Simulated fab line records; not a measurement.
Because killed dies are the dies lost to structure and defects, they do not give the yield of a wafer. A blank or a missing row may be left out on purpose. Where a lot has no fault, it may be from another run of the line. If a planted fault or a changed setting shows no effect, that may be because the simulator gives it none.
Matching of chambers | flow n5_finfet | uv_cure-03 running N5_BEOL_M9_CURE_71: 3 sister chambers
The step cures SiCOH lowk, time 240 s. 6 wafers are shown with their chamber, then 8 later ones without.

== WAFERS PAIRED WITH THEIR CHAMBERS ==
wafer  | chamber | wafer_temp_C_max | lamp_power_pct (%)
L083.5 | 1       | 385.7            | 52.30
L085.5 | 0       | 385.6            | 52.28
L085.6 | 0       | 386.1            | 52.33
L093.4 | 2       | 386.9            | 52.33
L093.6 | 2       | 387.5            | 52.38
L091.3 | 1       | 386.4            | 52.28

== WAFERS WHOSE CHAMBER IS MISSING ==
wafer  | wafer_temp_C_max | lamp_power_pct (%)
L091.5 | 385.9            | 52.37
L091.6 | 386.4            | 52.26
L092.1 | 386.2            | 52.24
L092.2 | 386.1            | 52.23
L092.3 | 385.7            | 52.38
L094.3 | 387.2            | 52.28
L094.5 | 387.5            | 52.32
L094.6 | 388.5            | 52.21

== WHICH CHAMBER EACH ONE RAN IN ==
wafer  | from the rows above          | in truth
L091.5 | can't be placed: 0 or 1 or 2 | 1
L091.6 | can't be placed: 1 or 0      | 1
L092.1 | can't be placed: 1 or 0      | 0
L092.2 | can't be placed: 1 or 0      | 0
L092.3 | can't be placed: 0 or 1 or 2 | 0
L094.3 | can't be placed: 2 or 1 or 0 | 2
L094.5 | 2                            | 2
L094.6 | can't be placed: 2 or 1 or 0 | 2
Correctly placed: 1 of 8. Can't be placed from these rows: 7 (the true chamber is among the candidates in 7). Placed wrongly: 0.
How it was worked out, from the rows above alone: a wafer's distance from a chamber is the root of the sum, over the readings, of the square of ((its reading less the chamber's mean) divided by the reading's scatter). If the next closest chamber is less than 2 further off than the closest, the wafer can't be placed; otherwise it belongs to the closest. Each chamber's mean is taken over the wafers shown for it. The scatter: the root of (the sum of the squares of (reading less its chamber's mean) over the shown wafers, divided by (wafers less chambers)).
